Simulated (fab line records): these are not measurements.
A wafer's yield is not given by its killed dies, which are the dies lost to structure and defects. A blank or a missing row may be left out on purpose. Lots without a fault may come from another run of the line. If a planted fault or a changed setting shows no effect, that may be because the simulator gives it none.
A lot that was struck, set against a sound lot ; flow n5-finfet ; 16 steps out of a route of 1938
Sound: wafers L898.2, L898.4, L898.5. Struck: wafers L901.3, L901.4. (L901.2 of the same lot was not struck and is left out.) The cause comes at the end.
Order at every step that has rows: each side's tool, ch and its chambers, its first start. Under that, the readings that differ: sound wafers ; struck wafers ; difference of the means ; sigmas: that difference in standard deviations of wafers without a fault.
alike: words and numbers the same on both sides, and readings whose means are apart by under 2 such deviations; not compared: readings that were withheld, readings missing a value for some wafer, numbers with overlapping values and no deviation given by the record, and bounds like >300 which may hide the same value.
Wherever a step has rows on one side only, a row that says differs or no value, or a row with sigmas, the two part there. When numbers do not overlap yet have no deviation, they are printed without sigmas and do not part them. A reading that every wafer of one side lacks parts them only if that side has two wafers or more.

first, 8 steps without rows for these wafers: N5_BEOL_M1_COAT_62 (time 60 s, resist thk 12 nm); N5_BEOL_M1_COAT_73 (time 60 s, resist thk 5 nm); N5_BEOL_M1_COAT_05 (resist thk 30 nm); N5_BEOL_M1_EBR_07; N5_BEOL_M1_SOFTBAKE_06 (time 60 s); N5_BEOL_M1_EXPOSE_08 (exposes mask M1); N5_BEOL_M1_PEB_09 (peb time 60 s); N5_BEOL_M1_DEVELOP_10 (develop time 30 s).
N5_BEOL_M1_CD_MEAS_11: target cd 17.05 nm.
  sound on cd-sem-02 ch 0, day 6 23:05; struck on cd-sem-03 ch 0, day 7 10:47
  alike: cd-nm
N5_BEOL_M1_OVL_MEAS_12:
  sound on overlay-01 ch 0, day 6 23:07; struck on overlay-01 ch 0, day 7 10:49
  alike: M1_OVL
N5_BEOL_M1_INSPECT_13: inspects for defects (brightfield).
  struck on defect-inspect-02, day 7 10:53; sound on defect-inspect-01, day 6 23:11
  alike: raw-defect-count
N5_BEOL_M1_DESCUM_16: chemistry O2, time 7 s.
  sound on rie-diel-03 ch 0,2,3, day 6 23:13; struck on rie-diel-03 ch 0,2, day 7 10:55
  alike: drypump-motor-current-A, oes-product-au, rf-vpp-V, showerhead-plenum-p-Torr, throttle-valve-pct
  not compared: rf-hours-counter-h
N5_BEOL_M1_ETCH_74: etches underlayer in N2/H2, target depth 6.5 nm, time 5.2 s.
  sound on rie-diel-03 ch 0,2,3, day 6 23:15; struck on rie-diel-03 ch 0,2, day 7 10:56
reading;sound;struck;difference;sigmas
etch-rf-on-time-s (s);5.25 5.40 5.03;3.77 3.52;-1.58;-8
oes-product-au (a.u.);0.79 0.67 0.73;0.83 0.91;+0.14;+2
  alike: drypump-motor-current-A, rf-vpp-V, showerhead-plenum-p-Torr, throttle-valve-pct
  not compared: rf-hours-counter-h
N5_BEOL_M1_ETCH_63: etches SiARC in CF4, target depth 15.6 nm, time 26 s.
  sound on rie-diel-03 ch 0,2,3, day 6 23:16; struck on rie-diel-03 ch 0,2, day 7 10:58
  alike: drypump-motor-current-A, etch-rf-on-time-s, oes-product-au, rf-vpp-V, showerhead-plenum-p-Torr, throttle-valve-pct
  not compared: rf-hours-counter-h
-- record jumps: 2 days separate the struck wafers' starts on either side; left off in module BEOL_M1, taken up again in module BEOL_M4, whose first shown step is the route's number 1111 --
N5_BEOL_M4_RC_MEAS_101:
  sound on prober-01 ch 0, day 9 11:21; struck on prober-01 ch 0, day 9 20:53
  alike: DIBL_N, DIBL_P, IOFF_N, IOFF_P, ION_N, ION_P, SS_N, SS_P, VT_N, VT_P
-- the record jumps here: 5 days lie between the struck wafers' starts before and after (it left off in module BEOL_M4 and takes up again in module PASSIVATION, whose first step shown is number 1936 of the route) --
N5_PASSIVATION_PROBE_49:
  record: rows for the struck wafers here (prober-02, day 14 12:55), none for the sound ones

## WHERE THEY PART
First at N5_BEOL_M1_ETCH_74; last, within this record, at N5_PASSIVATION_PROBE_49.

WHY: whatever the simulator had introduced
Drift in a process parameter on rie-diel-03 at N5_BEOL_M1_ETCH_74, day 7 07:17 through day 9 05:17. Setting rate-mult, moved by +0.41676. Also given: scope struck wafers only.
